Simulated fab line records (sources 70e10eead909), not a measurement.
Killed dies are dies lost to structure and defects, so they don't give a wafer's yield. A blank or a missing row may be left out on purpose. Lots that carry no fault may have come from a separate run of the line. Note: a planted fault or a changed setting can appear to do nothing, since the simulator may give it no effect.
Matching of chambers	flow nandHarc	NHARC_P_ZERO_WELL_ETCH_65 on rieDiel-11 has 4 sister chambers
The step etches the open film in N2/H2, target depth 80 nm, overetch 24 nm, time 87.88 s. 7 wafers are shown with their chamber, then 7 later ones without.

## EACH WAFER AND ITS CHAMBER
wafer	chamber	showerheadPlenumPTorr (Torr)	drypumpMotorCurrentA (A)
L996.6	3	2.08	6.0
L997.1	0	2.18	5.7
L100.2	1	1.90	5.5
L100.3	2	1.87	6.1
L100.5	2	1.87	6.1
L112.3	1	1.88	5.4
L112.5	3	2.06	6.0

## WAFERS WHOSE CHAMBER IS MISSING
wafer	showerheadPlenumPTorr (Torr)	drypumpMotorCurrentA (A)
L112.6	2.21	6.2
L113.1	2.21	6.1
L113.2	1.88	5.4
L113.5	2.16	5.6
L118.1	1.88	5.5
L118.4	2.06	6.0
L118.6	2.20	6.1

## WHICH CHAMBER EACH ONE RAN IN
wafer	from the rows above	in truth
L112.6	can't be placed: 0 or 3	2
L113.1	0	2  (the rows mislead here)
L113.2	1	1
L113.5	0	0
L118.1	1	1
L118.4	3	3
L118.6	can't be placed: 0 or 3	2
Placed correctly: 4 of 7. Unplaceable from these rows: 2, with the true chamber sitting among the candidates in 0. Wrongly placed: 1.
How it was worked out, from the rows above alone: a wafer's distance from a chamber is the root of the sum, over the readings, of the square of ((its reading less the chamber's mean) divided by the reading's scatter). The wafer belongs to the nearest chamber; if the next one is less than 2 further off, it can't be placed. Each chamber's mean is taken over the wafers shown for it. The scatter: take each reading less its chamber's mean, square it, sum over the shown wafers, divide by the number of wafers less the number of chambers, and take the root.
